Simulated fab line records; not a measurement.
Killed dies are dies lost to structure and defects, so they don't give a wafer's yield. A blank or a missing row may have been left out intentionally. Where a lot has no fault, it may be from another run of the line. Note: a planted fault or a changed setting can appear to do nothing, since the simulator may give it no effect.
Matching of chambers -- flow nandHarc -- 4 sister chambers for NHARC_A_STAIRCASE_DESCUM_291 on rieDiel-12
The step chemistry O2, time 3 s. 4 wafers are shown with their chamber, then 10 later ones without.

## WAFERS PAIRED WITH THEIR CHAMBERS
wafer,chamber,drypumpMotorCurrentA (A)
L083.5,2,6.3
L085.6,0,5.7
L089.1,3,6.0
L089.2,1,5.9

## WAFERS WITHOUT THEIR CHAMBER
wafer,drypumpMotorCurrentA (A)
L089.5,6.2
L092.2,6.0
L092.3,5.7
L092.5,5.7
L095.1,5.7
L095.2,5.9
L095.4,6.0
L093.4,6.2
L093.5,6.2
L093.6,6.0

## THE CHAMBER EACH PASSED THROUGH
wafer,from the rows above,in truth
L089.5,can't be placed: 2 or 3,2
L092.2,can't be placed: 3 or 1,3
L092.3,0,0
L092.5,0,0
L095.1,0,0
L095.2,can't be placed: 1 or 3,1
L095.4,can't be placed: 3 or 1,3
L093.4,can't be placed: 2 or 3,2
L093.5,can't be placed: 2 or 3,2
L093.6,can't be placed: 3 or 1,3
Placed correctly: 3 of 10. Unplaceable from these rows: 7, with the true chamber sitting among the candidates in 7. 0 placed wrongly.
How it was worked out, from the rows above alone: a wafer's distance from a chamber is the root of the sum, over the readings, of the square of ((its reading less the chamber's mean) divided by the reading's scatter). The wafer belongs to the nearest chamber; if the next one is less than 2 further off, it can't be placed. For every chamber, the mean is computed from those of its wafers that are shown. The scatter (one wafer shown for each chamber): square how far every hidden wafer sits from the nearest shown wafer, average those squares and take the square root.
